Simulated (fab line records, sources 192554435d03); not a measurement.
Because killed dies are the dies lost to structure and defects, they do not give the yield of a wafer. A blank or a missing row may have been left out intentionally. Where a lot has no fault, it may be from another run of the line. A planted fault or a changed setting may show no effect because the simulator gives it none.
Chamber matching ; flow n5_finfet ; N5_STI_FIN_REVEAL_ALD_00 on ald_sin-02 has 4 sister chambers
The step deposits SiO2, target thk 1 nm, pulse time 1 s. 8 wafers are shown with their chamber, then 11 later ones without.

EACH WAFER AND ITS CHAMBER
wafer;chamber;heater_power_outer_w (W);heater_power_w (W)
L084.3;2;253;446
L085.2;3;304;510
L085.3;0;232;475
L085.6;0;235;465
L087.1;2;248;444
L087.2;1;278;508
L087.5;1;281;496
L089.1;3;308;502

WAFERS MISSING THEIR CHAMBER
wafer;heater_power_outer_w (W);heater_power_w (W)
L089.3;278;490
L089.4;235;464
L090.2;297;510
L090.5;232;462
L090.6;282;505
L094.2;235;471
L094.3;302;497
L094.6;231;456
L095.1;238;458
L095.2;281;496
L095.3;306;512

WHICH CHAMBER EACH ONE RAN IN
wafer;from the rows above;in truth
L089.3;1;1
L089.4;0;0
L090.2;3;3
L090.5;0;0
L090.6;1;1
L094.2;0;0
L094.3;3;3
L094.6;0;0
L095.1;0;0
L095.2;1;1
L095.3;3;3
Placed correctly: 11 of 11. Left unplaced by these rows: 0. Placed wrongly: 0.
How it was worked out, from the rows above alone: a wafer's distance from a chamber is the root of the sum, over the readings, of the square of ((its reading less the chamber's mean) divided by the reading's scatter). If the next closest chamber is less than 2 further off than the closest, the wafer can't be placed; otherwise it belongs to the closest. Each chamber's mean is taken over the wafers shown for it. The scatter is the square root of a quotient: the sum, over the shown wafers, of each reading's squared deviation from its chamber's mean, divided by wafers minus chambers.
